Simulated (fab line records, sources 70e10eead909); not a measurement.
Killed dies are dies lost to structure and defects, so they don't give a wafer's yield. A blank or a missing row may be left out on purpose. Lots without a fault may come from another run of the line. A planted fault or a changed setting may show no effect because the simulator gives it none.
Chamber matching | flow nand_harc | NHARC_P_M2_DEP_33 on pecvd-04: 3 sister chambers
The step deposits SiCN, target thk 30 nm. 6 wafers are shown with their chamber, then 7 later ones without.

WAFERS WITH THEIR CHAMBER
wafer  | chamber | heater_power_w (W)
L080.3 | 0       | 663
L085.1 | 1       | 623
L085.2 | 2       | 586
L085.4 | 1       | 603
L091.2 | 0       | 685
L091.3 | 2       | 665

WAFERS WITHOUT THEIR CHAMBER
wafer  | heater_power_w (W)
L091.4 | 578
L093.1 | 564
L093.3 | 703
L093.6 | 568
L095.1 | 699
L095.2 | 639
L095.4 | 675

WHICH CHAMBER EACH WENT THROUGH
wafer  | from the rows above          | in truth
L091.4 | can't be placed: 1 or 2 or 0 | 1
L093.1 | can't be placed: 1 or 2 or 0 | 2
L093.3 | can't be placed: 0 or 2 or 1 | 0
L093.6 | can't be placed: 1 or 2 or 0 | 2
L095.1 | can't be placed: 0 or 2 or 1 | 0
L095.2 | can't be placed: 2 or 1 or 0 | 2
L095.4 | can't be placed: 0 or 2 or 1 | 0
Placed correctly: 0 of 7. Can't be placed from these rows: 7 (the true chamber is among the candidates in 7). Placed wrongly: 0.
How it was worked out, from the rows above alone: a wafer's distance from a chamber is the root of the sum, over the readings, of the square of ((its reading less the chamber's mean) divided by the reading's scatter). The wafer belongs to the nearest chamber; if the next one is less than 2 further off, it can't be placed. A chamber's mean is the mean of its shown wafers. The scatter: the root of (the sum of the squares of (reading less its chamber's mean) over the shown wafers, divided by (wafers less chambers)).
